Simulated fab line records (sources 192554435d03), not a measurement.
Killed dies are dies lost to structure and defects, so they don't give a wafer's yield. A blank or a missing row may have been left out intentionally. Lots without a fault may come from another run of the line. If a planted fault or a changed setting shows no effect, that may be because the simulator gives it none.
A lot that was struck, set against a sound lot    flow n5-finfet    16 out of 1938 route steps
Sound: the wafers L171.2, L171.4, L171.5. Struck: wafer L187.2 (L187.1, L187.6, from the same lot, were not struck and are left out); the cause is given at the end.
Each step with rows lists, per side, the tool, then ch with its chambers, then its first start. Under that, the readings that differ: sound wafers    struck wafers    difference of the means    sigmas: that difference in standard deviations of wafers without a fault.
alike: readings whose means differ by less than 2 such deviations, and words and numbers that are the same on both sides. not compared: withheld readings, readings that some wafer has no value for, bounds like >300 that may hide the same value, and numbers for which the record gives no deviation and whose values overlap.
The two part at a step that has a row with sigmas, a row that says differs or no value, or rows on one side only. When numbers do not overlap yet have no deviation, they are printed without sigmas and do not part them. A reading missing from all wafers of one side parts the sides only when that side holds two or more wafers.

first, 6 steps without rows for these wafers: N5_BEOL_M0_SAQP_COAT_34 (resist thk 30 nm); N5_BEOL_M0_SAQP_EBR_36; N5_BEOL_M0_SAQP_SOFTBAKE_35 (time 60 s); N5_BEOL_M0_SAQP_EXPOSE_37 (exposes mask M0 CUT1, target cd 30 nm); N5_BEOL_M0_SAQP_PEB_38 (peb time 60 s); N5_BEOL_M0_SAQP_DEVELOP_39 (develop time 30 s).
N5_BEOL_M0_SAQP_CD_MEAS_40 targets a cd of 30 nm.
  sound on cd-sem-02 ch 0, day 5 19:35; struck on cd-sem-03 ch 0, day 9 19:34
  alike: cd-nm
N5_BEOL_M0_SAQP_OVL_MEAS_41:
  sound on overlay-01 ch 0, day 5 19:38; struck on overlay-01 ch 0, day 9 19:35
  alike: M0_CUT1_OVL
N5_BEOL_M0_SAQP_INSPECT_42: inspects for defects (brightfield).
  sound: defect-inspect-02 at day 5 19:41; struck: defect-inspect-02 at day 9 19:39
  alike: raw-defect-count
N5_BEOL_M0_SAQP_DESCUM_45: chemistry O2, time 7 s.
  sound on rie-diel-06 ch 1,2,3, day 5 19:50; struck on rie-diel-02 ch 1, day 9 19:49
  alike: drypump-motor-current-A, oes-product-au, rf-vpp-V, showerhead-plenum-p-Torr, throttle-valve-pct
  not compared: rf-hours-counter-h
N5_BEOL_M0_SAQP_ETCH_88: etches underlayer in N2/H2, target depth 6.5 nm, time 5.2 s.
  sound on rie-diel-06 ch 1,2,3, day 5 19:53; struck on rie-diel-02 ch 1, day 9 19:52
  alike: drypump-motor-current-A, etch-rf-on-time-s, oes-product-au, rf-vpp-V, showerhead-plenum-p-Torr, throttle-valve-pct
  not compared: rf-hours-counter-h
N5_BEOL_M0_SAQP_ETCH_73: etches SiARC in CF4, target depth 19.5 nm, time 32.5 s.
  sound on rie-diel-06 ch 1,2,3, day 5 19:53; struck on rie-diel-02 ch 1, day 9 19:53
reading                 sound              struck  difference  sigmas
throttle-valve-pct (%)  16.12 15.90 15.88  15.37   -0.60       -2
  alike: drypump-motor-current-A, etch-rf-on-time-s, oes-product-au, rf-vpp-V, showerhead-plenum-p-Torr
  not compared: rf-hours-counter-h
N5_BEOL_M0_SAQP_CUT_ETCH_46: etches SOC in N2/H2, target depth 135 nm, overetch 27 nm, time 202.5 s.
  sound on rie-diel-06 ch 1,2,3, day 5 19:56; struck on rie-diel-02 ch 1, day 9 19:55
reading                                          sound        struck  difference  sigmas
model.SiARC_of_BEOL_M0_SAQP_COAT_72.thk-nm (nm)  5.4 4.8 4.8  3.8     -1.2        
  alike: drypump-motor-current-A, rf-vpp-V, showerhead-plenum-p-Torr, throttle-valve-pct
  not compared: rf-hours-counter-h
then, 1 step without rows for these wafers: N5_BEOL_M0_SAQP_STRIP_74 (strips in N2/H2).
-- here the record skips 4 days between the struck wafers' starts before and after, leaving off in module BEOL_M0_SAQP and picking up in module BEOL_M4 (first step shown: number 1111 of the route) --
N5_BEOL_M4_RC_MEAS_101:
  sound on prober-01 ch 0, day 9 18:02; struck on prober-01 ch 0, day 14 01:17
  alike: DIBL_N, DIBL_P, IOFF_N, IOFF_P, ION_N, ION_P, SS_N, SS_P, VT_N, VT_P
-- record jumps: 4 days separate the struck wafers' starts on either side; left off in module BEOL_M4, taken up again in module PASSIVATION, whose first shown step is the route's number 1936 --
N5_PASSIVATION_PROBE_49:
  sound: prober-02 at day 13 19:10; struck: prober-01 at day 18 10:29
reading             sound    struck  difference  sigmas
killed-at-contacts  5 10 18  27      +16         +3
killed-at-other     5 0 3    10      +7          +3
  alike: defect-limited-yield, killed_at_M0_to_M3, killed_at_M4_up, killed-at-front-end, killed-dies, killed-on-rim, killed-open, killed-short, sort_bin_5_function, sort_bin_6_memory, sort_bin_8_speed, sort-n-pass, sort-yield-pct

== WHERE THEY PART ==
First at N5_BEOL_M0_SAQP_ETCH_73; last, within this record, at N5_PASSIVATION_PROBE_49.

WHY: whatever the simulator had introduced
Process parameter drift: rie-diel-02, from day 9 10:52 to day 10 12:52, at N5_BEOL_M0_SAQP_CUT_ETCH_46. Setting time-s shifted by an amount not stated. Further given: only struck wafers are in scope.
